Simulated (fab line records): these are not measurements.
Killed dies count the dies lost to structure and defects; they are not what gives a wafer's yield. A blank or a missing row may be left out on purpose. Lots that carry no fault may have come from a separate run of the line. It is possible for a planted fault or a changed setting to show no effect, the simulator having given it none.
Which tool was responsible? ; flow n5-finfet ; 36 wafers from 12 lots sampled at 5 of the route's 1938 steps

WHAT THE GAUGES SHOWED, per wafer
N5_BEOL_M15_CD_MEAS_10 targets a cd of 360 nm.
lot;measured;on;cd-nm (nm)
L076;day 13 14:31;cd-sem-01;360.7 360.8 359.6
L075;day 14 08:51;cd-sem-02;363.3 360.0 362.8
L079;day 14 20:54;cd-sem-01;359.9 362.3 359.8
L081;day 15 14:21;cd-sem-03;361.5 363.8 360.5
L082;day 15 23:33;cd-sem-03;361.9 361.8 362.9
L087;day 16 12:01;cd-sem-01;363.8 361.7 363.4
L086;day 17 09:15;cd-sem-02;360.1 360.2 361.4
L089;day 17 21:32;cd-sem-02;361.7 361.8 359.5
L092;day 18 07:42;cd-sem-01;360.8 360.9 360.4
L093;day 18 18:19;cd-sem-03;362.7 360.1 361.5
L094;day 19 04:46;cd-sem-03;362.8 360.8 360.3
L097;day 19 10:36;cd-sem-01;361.4 361.2 358.8

WHAT TOOL EACH LOT RAN ON (gives the tool, then ch and the chambers of the sampled wafers, and finally the start)
lot;N5_BEOL_M14_DESCUM_33;N5_BEOL_M14_STRIP_37;N5_BEOL_M14_SPUTTER_43;N5_BEOL_M14_SPUTTER_44
L076;rie-diel-04 ch 0,1,3, day 13 10:38;rie-diel-04 ch 0,3, day 13 12:11;pvd-sputter-03, day 13 12:35;pvd-sputter-03, day 13 12:40
L075;rie-diel-03 ch 0,1,2, day 14 04:18;rie-diel-01 ch 0,1,3, day 14 06:17;pvd-sputter-01, day 14 06:58;pvd-sputter-01, day 14 07:03
L079;rie-diel-01 ch 0,3, day 14 15:24;rie-diel-03 ch 0,2,3, day 14 18:31;pvd-sputter-01, day 14 19:06;pvd-sputter-01, day 14 19:11
L081;rie-diel-04 ch 0,2,3, day 15 10:21;rie-diel-04 ch 0,2,3, day 15 11:51;pvd-sputter-01, day 15 12:25;pvd-sputter-01, day 15 12:30
L082;rie-diel-03 ch 1,3, day 15 16:17;rie-diel-01 ch 0,1,3, day 15 21:06;pvd-sputter-01, day 15 21:43;pvd-sputter-01, day 15 21:48
L087;rie-diel-03 ch 0,1,2, day 16 06:05;rie-diel-04 ch 2,3, day 16 09:13;pvd-sputter-01, day 16 09:55;pvd-sputter-01, day 16 10:00
L086;rie-diel-01 ch 0,2,3, day 17 03:02;rie-diel-01 ch 0,2,3, day 17 06:46;pvd-sputter-02, day 17 07:26;pvd-sputter-02, day 17 07:31
L089;rie-diel-01 ch 0,2,3, day 17 17:23;rie-diel-04 ch 0,1,3, day 17 18:04;pvd-sputter-03, day 17 19:29;pvd-sputter-03, day 17 19:34
L092;rie-diel-04 ch 1,2,3, day 18 04:07;rie-diel-04 ch 0,1,2, day 18 05:11;pvd-sputter-01, day 18 05:53;pvd-sputter-01, day 18 05:58
L093;rie-diel-01 ch 0,2,3, day 18 12:17;rie-diel-03 ch 2,3, day 18 15:15;pvd-sputter-02, day 18 16:23;pvd-sputter-02, day 18 16:28
L094;rie-diel-03 ch 1,3, day 19 01:22;rie-diel-04 ch 0,1,3, day 19 02:24;pvd-sputter-03, day 19 02:57;pvd-sputter-03, day 19 03:02
L097;rie-diel-03 ch 0,2, day 19 06:52;rie-diel-03 ch 0,3, day 19 07:47;pvd-sputter-03, day 19 08:47;pvd-sputter-03, day 19 08:52
- N5_BEOL_M14_DESCUM_33: chemistry O2, time 7.9 s.
- N5_BEOL_M14_STRIP_37: strips in O2.
- N5_BEOL_M14_SPUTTER_43: material TaN, target thk 15 nm, time 24.19 s.
- N5_BEOL_M14_SPUTTER_44: material Ta, target thk 15 nm, time 24.19 s.

THE ANSWER, worked out from the rows above alone
Rule: the usual values come from the lots themselves. Put in order of their means at a reading, lots are off if they are a third of the lots or fewer, leave a main group of 4 or more, and stand apart from it by a gap of 3 or more times the standard deviation of the main group's means; of several such gaps the widest counts. If all means in a main group match to the digits the tables above print for the reading, that group is not used. A lot without any number at a reading at which 4 lots or more have one is off too. All remaining lots with rows at the step are treated as sound.
None of the lots is off at any reading shown; this tells nothing.

WHAT WAS PUT IN BY THE SIMULATOR
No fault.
